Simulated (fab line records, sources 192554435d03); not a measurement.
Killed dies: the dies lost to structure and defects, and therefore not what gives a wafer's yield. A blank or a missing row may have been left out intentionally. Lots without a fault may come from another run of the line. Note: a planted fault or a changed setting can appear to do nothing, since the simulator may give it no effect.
Matching of chambers	flow n5_finfet	ald_sin-03 running N5_FIN_SAQP_SPACER2_ALD_28: 4 sister chambers
The step deposits SiO2, target thk 8.1 nm, pulse time 1 s, purge time 2 s. 22 wafers are shown with their chamber, then 11 later ones without.

== WAFERS WITH THEIR CHAMBER ==
wafer	chamber	heater_power_w (W)	precursor_pulse_height_rel
L078.1	3	473	1.025
L078.2	1	456	0.963
L078.4	0	474	1.039
L079.1	2	516	0.996
L079.2	1	458	1.027
L079.5	2	516	1.010
L082.1	2	514	1.019
L082.3	1	459	0.969
L082.6	0	473	1.008
L084.2	2	529	1.006
L084.5	0	462	1.024
L084.6	1	474	1.016
L086.2	2	508	0.990
L086.4	3	462	0.993
L086.6	0	473	1.007
L088.1	1	473	0.982
L088.2	3	467	0.997
L088.4	0	464	0.990
L089.2	3	460	1.060
L089.3	1	470	1.028
L089.5	0	482	0.984
L090.2	3	472	0.984

SIGNATURES (averages over the wafers above)
reading	chamber 0	chamber 1	chamber 2	chamber 3	scatter within a chamber
heater_power_w	471.33	465.00	516.60	466.80	7.35
precursor_pulse_height_rel	1.00867	0.99750	1.00420	1.01180	0.0246
Rule: a wafer's distance from a chamber is the root of the sum, over the readings, of the square of ((its reading less the chamber's mean) divided by the reading's scatter). The wafer belongs to the nearest chamber; if the next one is less than 2 further off, it can't be placed. How the scatter is found: for the shown wafers, subtract from each reading the mean of its chamber, square and add these, divide the total by (wafers less chambers), then take the root.

== WAFERS WITHOUT THEIR CHAMBER ==
wafer	heater_power_w (W)	precursor_pulse_height_rel
L090.3	473	0.991
L090.4	517	1.017
L092.1	472	1.003
L092.2	470	0.970
L092.5	483	0.957
L094.2	463	1.025
L094.3	475	1.015
L094.4	509	1.031
L096.1	470	1.007
L096.2	487	0.987
L096.6	466	1.018

== EACH ONE'S CHAMBER ==
wafer	from the rows above	in truth
L090.3	can't be placed: 0 or 1 or 3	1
L090.4	2	2
L092.1	can't be placed: 0 or 3 or 1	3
L092.2	can't be placed: 1 or 0 or 3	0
L092.5	can't be placed: 0 or 1 or 3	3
L094.2	can't be placed: 3 or 1 or 0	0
L094.3	can't be placed: 0 or 3 or 1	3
L094.4	2	2
L096.1	can't be placed: 0 or 3 or 1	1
L096.2	can't be placed: 0 or 3 or 1 or 2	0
L096.6	can't be placed: 3 or 0 or 1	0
Correctly placed: 2 of 11. Unplaceable from these rows: 9, with the true chamber sitting among the candidates in 9. 0 placed wrongly.
